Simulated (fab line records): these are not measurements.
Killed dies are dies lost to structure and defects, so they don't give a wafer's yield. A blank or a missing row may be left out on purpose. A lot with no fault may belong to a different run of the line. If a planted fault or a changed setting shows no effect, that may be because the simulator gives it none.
Chamber matching	flow nandHarc	4 sister chambers for NHARC_A_CONTACT_CMP_20 on cmp-01
The step polishes, t overpolish 30 s, target thk 300 nm. 16 wafers are shown with their chamber, then 8 later ones without.

== EACH WAFER AND ITS CHAMBER ==
wafer	chamber	motorCurrentA (A)	timeToEndpointS (s)	overpolishRunS (s)
L075.1	2	12.3	59	29.997
L075.3	1	10.6	59	30.010
L075.6	3	13.4	57	29.997
L081.2	3	12.8	60	30.006
L081.3	1	11.3	60	30.010
L081.4	0	11.5	55	29.988
L082.1	2	12.2	52	29.999
L082.4	3	13.2	56	29.995
L082.6	1	11.5	58	30.002
L084.1	0	11.8	59	30.013
L084.2	2	12.4	57	29.998
L084.3	3	13.0	59	29.999
L085.3	0	12.2	61	29.999
L085.5	1	10.5	64	29.999
L085.6	2	12.5	61	30.015
L089.1	2	12.5	56	30.015

SIGNATURES (averages over the wafers above)
reading	chamber 0	chamber 1	chamber 2	chamber 3	scatter within a chamber
motorCurrentA	11.833	10.975	12.380	13.100	0.324
timeToEndpointS	58.33	60.25	57.00	58.00	2.82
overpolishRunS	30.00000	30.00525	30.00480	29.99925	0.0083
Rule: for a wafer and a chamber, the distance is found by dividing, reading by reading, the gap between the wafer's reading and the chamber's mean by the reading's scatter, squaring, summing and taking the root. If the next closest chamber is less than 2 further off than the closest, the wafer can't be placed; otherwise it belongs to the closest. The scatter: the root of (the sum of the squares of (reading less its chamber's mean) over the shown wafers, divided by (wafers less chambers)).

== WAFERS WITH NO CHAMBER GIVEN ==
wafer	motorCurrentA (A)	timeToEndpointS (s)	overpolishRunS (s)
L089.4	13.3	57	29.987
L089.5	11.0	57	30.005
L092.1	12.0	56	30.012
L092.3	13.3	55	29.997
L092.6	12.4	56	29.993
L094.1	12.5	58	30.005
L094.2	12.4	57	29.998
L094.4	11.5	57	29.993

== WHICH CHAMBER EACH WENT THROUGH ==
wafer	from the rows above	in truth
L089.4	can't be placed: 3 or 2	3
L089.5	can't be placed: 1 or 0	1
L092.1	can't be placed: 2 or 0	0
L092.3	can't be placed: 3 or 2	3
L092.6	can't be placed: 2 or 0 or 3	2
L094.1	can't be placed: 2 or 3 or 0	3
L094.2	can't be placed: 2 or 0 or 3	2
L094.4	can't be placed: 0 or 1 or 2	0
Correct placement for 0 of the 8. These rows do not allow placing 8 (true chamber among the candidates in 8). Number placed wrongly: 0.
